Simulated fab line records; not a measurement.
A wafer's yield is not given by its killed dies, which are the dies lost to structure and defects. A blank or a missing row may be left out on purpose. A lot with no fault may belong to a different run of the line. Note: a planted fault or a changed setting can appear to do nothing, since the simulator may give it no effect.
Matching of chambers | flow nandHarc | NHARC_A_WL_FILL_ALD_10 on aldHk-02 has 4 sister chambers
The step deposits SiO2, target thk 50 nm, pulse time 10 s, ald cycles 500. 24 wafers are shown with their chamber, then 12 later ones without.

## WAFERS PAIRED WITH THEIR CHAMBERS
wafer  | chamber | heaterPowerOuterW (W) | heaterPowerW (W) | precursorPulseHeightRel
L074.1 | 1       | 256                   | 451              | 1.023
L074.3 | 0       | 236                   | 423              | 1.023
L074.6 | 0       | 229                   | 426              | 0.986
L076.2 | 3       | 271                   | 476              | 0.990
L076.3 | 2       | 261                   | 487              | 0.984
L076.5 | 0       | 233                   | 433              | 1.032
L078.2 | 3       | 254                   | 469              | 0.984
L078.4 | 2       | 263                   | 491              | 1.006
L078.6 | 0       | 233                   | 426              | 0.979
L079.3 | 2       | 270                   | 490              | 1.004
L079.5 | 1       | 252                   | 453              | 0.987
L079.6 | 2       | 264                   | 486              | 0.976
L080.1 | 3       | 266                   | 505              | 1.033
L080.3 | 2       | 257                   | 453              | 0.990
L080.6 | 3       | 267                   | 481              | 0.999
L083.1 | 1       | 253                   | 460              | 1.022
L083.3 | 0       | 242                   | 428              | 1.027
L083.4 | 2       | 248                   | 470              | 0.965
L086.1 | 1       | 249                   | 441              | 0.999
L086.5 | 1       | 248                   | 457              | 1.000
L086.6 | 2       | 256                   | 467              | 0.982
L087.1 | 0       | 235                   | 449              | 0.997
L087.3 | 2       | 254                   | 473              | 1.008
L087.6 | 0       | 240                   | 433              | 0.974

SIGNATURES (averages over the wafers above)
reading                 | chamber 0 | chamber 1 | chamber 2 | chamber 3 | scatter within a chamber
heaterPowerOuterW       | 235.43    | 251.60    | 259.12    | 264.50    | 5.68
heaterPowerW            | 431.14    | 452.40    | 477.12    | 482.75    | 11.6
precursorPulseHeightRel | 1.00257   | 1.00620   | 0.98938   | 1.00150   | 0.0196
Rule: distance of a wafer from a chamber = root of the sum over the readings of ((wafer's reading minus chamber's mean) / reading's scatter) squared. The wafer belongs to the nearest chamber; if the next one is less than 2 further off, it can't be placed. How the scatter is found: for the shown wafers, subtract from each reading the mean of its chamber, square and add these, divide the total by (wafers less chambers), then take the root.

## WAFERS MISSING THEIR CHAMBER
wafer  | heaterPowerOuterW (W) | heaterPowerW (W) | precursorPulseHeightRel
L088.4 | 257                   | 455              | 1.035
L088.5 | 245                   | 437              | 1.031
L088.6 | 250                   | 428              | 0.980
L090.3 | 273                   | 489              | 1.037
L090.4 | 256                   | 459              | 1.022
L090.2 | 250                   | 448              | 1.000
L093.1 | 250                   | 469              | 1.007
L093.3 | 247                   | 439              | 0.984
L093.6 | 248                   | 452              | 1.016
L096.1 | 250                   | 470              | 1.014
L096.2 | 272                   | 485              | 0.978
L096.3 | 241                   | 431              | 1.011

## CHAMBER TAKEN BY EACH
wafer  | from the rows above          | in truth
L088.4 | can't be placed: 1 or 2 or 3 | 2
L088.5 | can't be placed: 1 or 0      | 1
L088.6 | can't be placed: 1 or 0      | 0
L090.3 | can't be placed: 3 or 2      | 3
L090.4 | can't be placed: 1 or 2 or 3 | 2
L090.2 | 1                            | 1
L093.1 | can't be placed: 1 or 2 or 3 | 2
L093.3 | can't be placed: 1 or 0      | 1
L093.6 | 1                            | 1
L096.1 | can't be placed: 1 or 2 or 3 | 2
L096.2 | can't be placed: 3 or 2      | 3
L096.3 | can't be placed: 0 or 1      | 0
2 of 12 placed correctly. From these rows, 10 cannot be placed; in 10 the true chamber is one of the candidates. Wrongly placed: 0.
